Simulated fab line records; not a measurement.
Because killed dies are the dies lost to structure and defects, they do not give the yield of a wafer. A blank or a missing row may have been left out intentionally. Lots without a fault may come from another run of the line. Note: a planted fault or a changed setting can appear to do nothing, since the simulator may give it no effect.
fab line records    flow nandHarc
record lots=5  wafers=15  lastDay=32
route steps=1302 shown P_ZERO_WELL@14 END@1302
lots that met no fault: taken from a fault-free run of the same line
startH: the number of hours between the record's first day and the start of the first shown wafer of the lot    waitH: how many hours have passed since the lot's step before this one    " unchanged from the row above    L1.1+2: several wafers, shown together as one row    - no value, or no start given    * or withheld: withheld    < > ~ a bound
route shown NAME@n: NAME is a module with steps in the file, n the number in the route of the first one    usual: mean/standard deviation of fault-free wafers    same: alike in all rows    chamber/n: place in a boat    sites: readings site by site    _std_site: standard deviation of those values    _edge_site: outer sites' mean less inner sites'    radiusMm: for every site, how far away it sits from the centre of the wafer    mask NAME#n: copy n    behind: tool/chamber where the wafer was last shaped    hold: what put the lot on hold/how long, in hours/how the hold closed    device: whichever transistor did not switch (one of n, p or np)    end of line: the tests these same wafers got at the end of their route    a step without rows: its recipe alone    killed: the dies lost at the first sort to structure and to defects; this is not the yield of the wafer    map: dies across one wafer; x = killed, . = not, _ = none there
set.NAME: the setting the step ran with; set.NAME@STEP: the setting that earlier step ran with    model.NAME: the simulator's own value behind a step, which no gauge read
lots at some steps of the route; a table a step, a row a wafer
services: a tool's chamber out of use, with start hour (startH, from the record's first day; less than 0 if before it), hours out, and reason
## steps
# step NHARC_P_ZERO_WELL_CD_MEAS_11
# recipe targetCdNm=500  landingEnergyEv=500
# usual cdNm=500.7/2.2
lot.wafer  tool      chamber  startH  waitH  cdNm
L906.3     cdSem-01  0        21.24   -      500.3
L906.4     "         0        "       "      498.8
L906.5     "         0        "       "      501.7
L912.1     cdSem-02  0        81.24   -      505.2
L912.3     "         0        "       "      504.6
L912.5     "         0        "       "      503.3
L914.2     cdSem-03  0        101.25  -      501.0
L914.3     "         0        "       "      499.9
L914.6     "         0        "       "      502.9
L923.1     cdSem-01  0        191.23  -      500.8
L923.2     "         0        "       "      499.8
L923.3     "         0        "       "      500.4
L926.1     cdSem-02  0        221.24  -      501.5
L926.4     "         0        "       "      499.1
L926.6     "         0        "       "      500.2
# step NHARC_P_ZERO_WELL_HARDBAKE_12
# recipe tempC=118  timeS=65
# step NHARC_P_ZERO_WELL_DESCUM_13
# recipe timeS=3  o2FlowSccm=200  arFlowSccm=0  biasPowerW=0  chemistry=O2
# usual drypumpMotorCurrentA=5.9/0.33  oesProductAu=1.002/0.012  rfVppV=57.6/0.91  showerheadPlenumPTorr=1.91/0.079  throttleValvePct=11.312/0.0086
lot.wafer  tool        chamber  startH  waitH  drypumpMotorCurrentA  oesProductAu  rfHoursCounterH  rfVppV  showerheadPlenumPTorr  throttleValvePct
L906.4     rieDiel-12  1        21.40   -      5.7                   1.006         28               56.1    1.85                   11.314
L906.3     "           2        "       "      5.4                   1.004         27               57.9    1.90                   11.322
L906.5     "           1        "       "      5.7                   1.001         -                56.1    1.85                   11.316
L912.1     rieDiel-12  1        81.48   -      5.7                   0.996         49               57.6    1.85                   11.300
L912.3     "           3        "       "      5.7                   0.977         52               57.0    1.97                   11.303
L912.5     "           1        "       "      5.7                   0.997         -                57.7    1.85                   11.325
L914.3     rieDiel-13  2        101.65  -      6.4                   1.000         30               58.5    1.93                   11.306
L914.2     "           0        "       "      6.3                   1.014         30               57.1    1.99                   11.330
L914.6     "           2        "       "      6.5                   1.014         -                57.4    1.93                   11.320
L923.3     rieDiel-13  0        191.39  -      6.3                   1.013         4                56.6    1.98                   11.306
L923.2     "           1        "       "      6.4                   0.985         5                56.6    1.78                   11.305
L923.1     "           2        "       "      6.5                   1.001         5                57.1    1.92                   11.310
L926.1     rieDiel-12  2        221.39  -      5.4                   1.006         40               57.3    1.87                   11.303
L926.4     "           3        "       "      5.7                   1.002         40               58.4    1.96                   11.306
L926.6     "           3        "       "      5.7                   0.994         -                57.3    1.96                   11.309
# step NHARC_P_ZERO_WELL_ETCH_65
# recipe targetDepthA=800  overetchA=240  timeS=87.88  ionEnergyEv=200  n2FlowSccm=150  h2FlowSccm=150  arFlowSccm=0  rfW=400  biasW=150  chemistry=N2/H2
# usual drypumpMotorCurrentA=5.9/0.33  oesProductAu=1.002/0.013  rfVppV=430.4/2.5  showerheadPlenumPTorr=2.04/0.086  throttleValvePct=14.169/0.0093
lot.wafer  tool        chamber  startH  waitH  drypumpMotorCurrentA  oesProductAu  rfHoursCounterH  rfVppV  showerheadPlenumPTorr  throttleValvePct
L906.4     rieDiel-12  1        21.48   0.1    5.8                   1.006         28               429.5   1.98                   14.165
L906.3     "           0        "       "      6.1                   1.012         31               432.3   2.14                   14.164
L906.5     "           2        "       "      5.4                   0.996         -                429.2   2.02                   14.161
L912.1     rieDiel-12  3        81.65   0.2    5.7                   0.995         52               433.1   2.11                   14.174
L912.3     "           0        "       "      6.1                   1.027         52               433.4   2.13                   14.160
L912.5     "           3        "       "      5.7                   0.982         -                432.7   2.11                   14.176
L914.2     rieDiel-13  2        101.81  0.1    6.5                   1.014         30               430.3   2.06                   14.166
L914.3     "           0        "       "      6.3                   1.007         30               432.5   2.13                   14.161
L914.6     "           2        "       "      6.5                   1.009         -                431.5   2.06                   14.175
L923.2     rieDiel-13  0        191.48  0.1    6.3                   1.005         4                432.4   2.12                   14.184
L923.3     "           1        "       "      6.4                   0.985         5                426.7   1.89                   14.159
L923.1     "           2        "       "      6.5                   0.985         5                429.9   2.05                   14.159
L926.4     rieDiel-12  0        221.48  0.1    6.0                   1.014         36               433.1   2.12                   14.171
L926.1     "           1        "       "      5.7                   0.999         36               428.8   1.95                   14.173
L926.6     "           3        "       "      5.7                   0.998         -                431.8   2.09                   14.173
# step NHARC_P_ZERO_WELL_ETCH_62
# recipe targetDepthA=130  timeS=6.5  chf3FlowSccm=50  arFlowSccm=200  rfW=500  biasW=200  chemistry=CHF3/Ar
# usual drypumpMotorCurrentA=5.9/0.34  oesProductAu=0.957/0.019  rfVppV=370.3/2.1  showerheadPlenumPTorr=2.33/0.091  throttleValvePct=20.217/0.0091
lot.wafer  tool        chamber  startH  waitH  drypumpMotorCurrentA  oesProductAu  rfHoursCounterH  rfVppV  showerheadPlenumPTorr  throttleValvePct
L906.4     rieDiel-12  3        -       -      5.7                   0.956         30               372.2   2.42                   20.226
L906.3     "           0        "       "      6.1                   0.973         31               372.2   2.45                   20.212
L906.5     "           3        "       "      5.7                   0.963         -                372.3   2.42                   20.221
L912.3     rieDiel-12  1        -       -      5.7                   0.942         49               368.8   2.27                   20.222
L912.1     "           0        "       "      6.1                   0.988         52               372.7   2.44                   20.218
L912.5     "           2        "       "      5.4                   0.932         -                370.1   2.31                   20.212
L914.3     rieDiel-13  2        -       -      6.5                   0.928         31               370.2   2.37                   20.203
L914.2     "           0        "       "      6.3                   0.936         30               372.6   2.44                   20.222
L914.6     "           2        "       "      6.5                   0.930         -                369.7   2.37                   20.214
L923.1     rieDiel-13  0        -       -      6.3                   0.973         4                372.6   2.43                   20.216
L923.2     "           2        "       "      6.5                   0.972         5                370.7   2.36                   20.225
L923.3     "           3        "       "      5.6                   0.989         5                368.2   2.22                   20.219
L926.1     rieDiel-12  1        -       -      5.7                   0.972         36               367.8   2.25                   20.214
L926.4     "           0        "       "      6.1                   0.980         36               371.3   2.43                   20.228
L926.6     "           1        "       "      5.7                   0.981         -                369.5   2.25                   20.200
# step NHARC_P_ZERO_WELL_ETCH_63
# recipe targetDepthA=1200  timeS=40.1  hbrFlowSccm=150  cl2FlowSccm=50  rfW=400  icpW=400  biasW=100  chemistry=HBr/Cl2
# usual drypumpMotorCurrentA=5.8/0.48  hbrFlowSccm=150.0/0.52  oesProductAu=1.004/0.013  throttleValvePct=26.406/0.0085
lot.wafer  tool      chamber  startH  waitH  drypumpMotorCurrentA  hbrFlowSccm  oesProductAu  rfHoursCounterH  throttleValvePct
L906.4     rieSi-02  2        21.66   -      5.1                   150.2        0.995         0.5              26.407
L906.3     "         0        "       "      6.2                   150.2        1.003         0.6              26.413
L906.5     "         1        "       "      6.2                   150.3        0.995         -                26.405
L912.3     rieSi-02  1        81.88   -      6.2                   149.8        1.000         0.8              26.412
L912.1     "         2        "       "      5.1                   149.9        0.993         0.9              26.398
L912.5     "         1        "       "      6.2                   149.7        1.004         -                26.406
L914.2     rieSi-03  2        102.18  -      6.7                   150.0        0.997         0.2              26.396
L914.3     "         1        "       "      5.9                   150.5        1.013         0.2              26.413
L914.6     "         2        "       "      6.6                   149.8        0.995         -                26.409
L923.1     rieSi-03  1        191.66  -      6.0                   150.4        1.012         0.8              26.402
L923.3     "         2        "       "      6.6                   150.4        1.009         0.8              26.402
L923.2     "         3        "       "      6.1                   150.5        1.009         0.9              26.398
L926.1     rieSi-02  2        221.65  -      5.1                   150.4        1.006         0.7              26.414
L926.4     "         0        "       "      6.2                   149.9        1.008         0.7              26.397
L926.6     "         3        "       "      5.2                   149.6        1.001         -                26.408
# step NHARC_P_ZERO_WELL_STRIP_15
# recipe timeS=900  tempC=130  chemistry=SPM
# step NHARC_P_ZERO_WELL_DEHYDRATE_16
# recipe tempC=150  timeS=120
# step NHARC_P_ZERO_WELL_HMDS_17
# recipe timeS=30
# step NHARC_P_ZERO_WELL_COAT_18
# recipe spinRpm=withheld
# step NHARC_P_ZERO_WELL_SOFTBAKE_19
# recipe tempC=122  timeS=95
# step NHARC_P_ZERO_WELL_EBR_20
# step NHARC_P_ZERO_WELL_EXPOSE_21
# recipe na=0.6  targetCdNm=720  doseMj=22.31  maskId=P_NWELL
lot.wafer   tool           chamber  startH  waitH  mask
L906.3+4+5  krfScanner-03  0        22.43   -      P_NWELL#0
L912.1+3+5  krfScanner-04  0        82.65   -      P_NWELL#0
L914.2+3+6  krfScanner-03  0        102.96  -      P_HVPW#0
L923.1+2+3  krfScanner-04  0        192.42  -      P_NWELL#0
L926.1+4+6  krfScanner-03  0        222.42  -      P_NWELL#0
# step NHARC_P_ZERO_WELL_PEB_22
# recipe pebTempC=118  pebTimeS=85
# step NHARC_P_ZERO_WELL_DEVELOP_23
# recipe timeS=70
# step NHARC_P_ZERO_WELL_CD_MEAS_24
# recipe targetCdNm=720  landingEnergyEv=500
# usual cdNm=721.4/2.2
lot.wafer  tool      chamber  startH  waitH  cdNm
L906.3     cdSem-02  0        22.58   -      721.6
L906.4     "         0        "       "      723.6
L906.5     "         0        "       "      722.2
L912.1     cdSem-01  0        82.80   -      719.1
L912.3     "         0        "       "      719.7
L912.5     "         0        "       "      718.9
L914.2     cdSem-02  0        103.11  -      -
L914.3     "         0        "       "      -
L914.6     "         0        "       "      -
L923.1     cdSem-02  0        192.57  -      719.7
L923.2     "         0        "       "      718.8
L923.3     "         0        "       "      715.9
L926.1     cdSem-02  0        222.57  -      725.4
L926.4     "         0        "       "      721.0
L926.6     "         0        "       "      719.0
# step NHARC_P_ZERO_WELL_HARDBAKE_25
# recipe tempC=125  timeS=80
# step NHARC_END_SORT_01
# recipe tempC=25
# usual killedAtArray=63/27  killedAtOther=0.7/1.2  killedAtPeriphery=3.1/2  killedDies=67/28  killedOpen=3.0/1.9  killedShort=2.2/1.5
# same grossDies=677
lot.wafer  tool       chamber  startH  waitH  killedAtArray  killedAtOther  killedAtPeriphery  killedDies  killedOpen  killedShort
L914.2     prober-02  0        645.13  2.8    132            1              544                677         5           3
L914.3     prober-02  0        645.92  3.1    98             1              578                677         1           1
L914.6     prober-02  0        648.28  3.9    126            0              551                677         2           4
# killed by level:class
L914.2 P_ZERO_WELL:areaExpose=538 A_SLIT:chamberFilmFlake=38 A_CHANNEL_HOLE_D2:chamberFilmFlake=34 A_CHANNEL_HOLE_D1:chamberFilmFlake=33 A_STAIRCASE:chamberFilmFlake=11 A_CONTACT:chamberFilmFlake=8 A_DECK1_JOINT:geometricParticle:open=2 P_ZERO_WELL:chamberFilmFlake=2
L914.3 P_ZERO_WELL:areaExpose=576 A_SLIT:chamberFilmFlake=35 A_CHANNEL_HOLE_D1:chamberFilmFlake=23 A_CHANNEL_HOLE_D2:chamberFilmFlake=15 A_CONTACT:chamberFilmFlake=11 A_STAIRCASE:chamberFilmFlake=9 A_ONON_D2:geometricParticle:short=1 A_CHANNEL_HOLE_D2:geometricParticle:open=1
L914.6 P_ZERO_WELL:areaExpose=548 A_CHANNEL_HOLE_D1:chamberFilmFlake=37 A_SLIT:chamberFilmFlake=37 A_CHANNEL_HOLE_D2:chamberFilmFlake=32 A_STAIRCASE:chamberFilmFlake=7 A_CONTACT:chamberFilmFlake=5 A_M0:chamberFilmFlake=2 P_GATE:geometricParticle:short=1
# map L914.2 (x killed, . not)
____________x____________
_________xxxxxxx_________
_______xxxxxxxxxxx_______
______xxxxxxxxxxxxx______
_____xxxxxxxxxxxxxxx_____
____xxxxxxxxxxxxxxxxx____
____xxxxxxxxxxxxxxxxx____
___xxxxxxxxxxxxxxxxxxx___
___xxxxxxxxxxxxxxxxxxx___
__xxxxxxxxxxxxxxxxxxxxx__
__xxxxxxxxxxxxxxxxxxxxx__
_xxxxxxxxxxxxxxxxxxxxxxx_
_xxxxxxxxxxxxxxxxxxxxxxx_
_xxxxxxxxxxxxxxxxxxxxxxx_
_xxxxxxxxxxxxxxxxxxxxxxx_
_xxxxxxxxxxxxxxxxxxxxxxx_
xxxxxxxxxxxxxxxxxxxxxxxxx
xxxxxxxxxxxxxxxxxxxxxxxxx
xxxxxxxxxxxxxxxxxxxxxxxxx
xxxxxxxxxxxxxxxxxxxxxxxxx
xxxxxxxxxxxxxxxxxxxxxxxxx
_xxxxxxxxxxxxxxxxxxxxxxx_
_xxxxxxxxxxxxxxxxxxxxxxx_
_xxxxxxxxxxxxxxxxxxxxxxx_
_xxxxxxxxxxxxxxxxxxxxxxx_
_xxxxxxxxxxxxxxxxxxxxxxx_
__xxxxxxxxxxxxxxxxxxxxx__
__xxxxxxxxxxxxxxxxxxxxx__
___xxxxxxxxxxxxxxxxxxx___
___xxxxxxxxxxxxxxxxxxx___
____xxxxxxxxxxxxxxxxx____
____xxxxxxxxxxxxxxxxx____
_____xxxxxxxxxxxxxxx_____
______xxxxxxxxxxxxx______
_______xxxxxxxxxxx_______
_________xxxxxxx_________
____________x____________
# map L906.4 (x killed, . not)
____________x____________
_________.xxxx.._________
_______...xxxx...._______
______....x.xx.....______
_____.....xxxx......_____
____.....xxxx..x.....____
____.......xxx...x...____
___.........xx........___
___...................___
__............x........__
__............x........__
_.......x..x..x........._
_x........xx............_
_.....x....xxx.........x_
_.......xx.xxx.x........_
_..............x........_
.........x.xx...x........
..........xxxx...........
...........x.............
...........x.x...........
.........................
_...x..................._
_......................._
_...........x.x........._
_.x..x.....x.xxx........_
_....x.....xxxxxx......._
__x.x.x...x.xx.x.......__
__.........xx.x.x......__
___.........xx........___
___........x.x........___
____....x....x.xx....____
____.....x....xx.....____
_____........x......_____
______........x....______
_______.....x....x_______
_________......._________
____________.____________
## services
tool           chamber  startH  hours  kind
krfScanner-04  -        -1.71   0.9    repair
krfScanner-04  -        10.00   4.0    pm
rieSi-02       2        13.48   3.6    repair
rieSi-02       3        24.39   6.1    repair
rieDiel-13     2        32.52   3.1    repair
rieSi-03       -        44.00   9.0    pm
krfScanner-03  -        52.00   4.0    pm
rieDiel-13     2        58.84   13.8   repair
rieDiel-12     -        92.75   9.0    pm
krfScanner-04  -        97.52   0.1    repair
rieSi-02       -        100.00  9.0    pm
rieSi-03       0        130.08  38.4   repair
rieSi-02       2        138.76  1.4    repair
rieDiel-13     0        140.62  4.2    repair
rieSi-03       3        143.29  2.0    repair
krfScanner-04  -        154.92  0.2    repair
rieDiel-13     -        165.05  9.0    pm
krfScanner-03  -        171.14  0.3    repair
krfScanner-04  -        179.96  0.7    repair
krfScanner-04  -        182.00  4.0    pm
krfScanner-03  -        183.39  0.4    repair
rieSi-03       2        200.54  9.9    repair
rieSi-02       -        219.51  0.2    repair
rieSi-03       -        221.00  9.0    pm
## key
firstSign step=NHARC_P_ZERO_WELL_EXPOSE_21  reading=mask  direction=changed
effect step=NHARC_P_ZERO_WELL_CD_MEAS_24  reading=cdNm  direction=missing
effect step=NHARC_END_SORT_01  reading=killedAtPeriphery  direction=up  sigmas=99+  usual=3.1  struck=557.7
moreKillsBornAt NHARC_P_ZERO_WELL_EXPOSE_21@krfScanner-03=1662
metAt NHARC_P_ZERO_WELL_EXPOSE_21
struckWafers L914.2,L914.3,L914.6
laterRowsLeftOut L914.2,L914.3,L914.6
testerLeftOut L914
onsetBetween 22.43 102.96
fault kind=wrongMask  tool=any  chamber=-  onsetH=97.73  steps=NHARC_P_ZERO_WELL_EXPOSE_21  auxCopy=P_HVPW#0  scope=struckLotsOnly
# testerLeftOut: of these lots the tester's yield and bins aren't shown, on N5 and GAA mostly nor the transistor test; their killed dies are dies lost to structure and defects alone, not to doping, threshold or leakage, so they don't give the yield
# laterRowsLeftOut: the simulator's readings of these wafers behind a module that went badly wrong aren't trusted and aren't shown, but for the sort
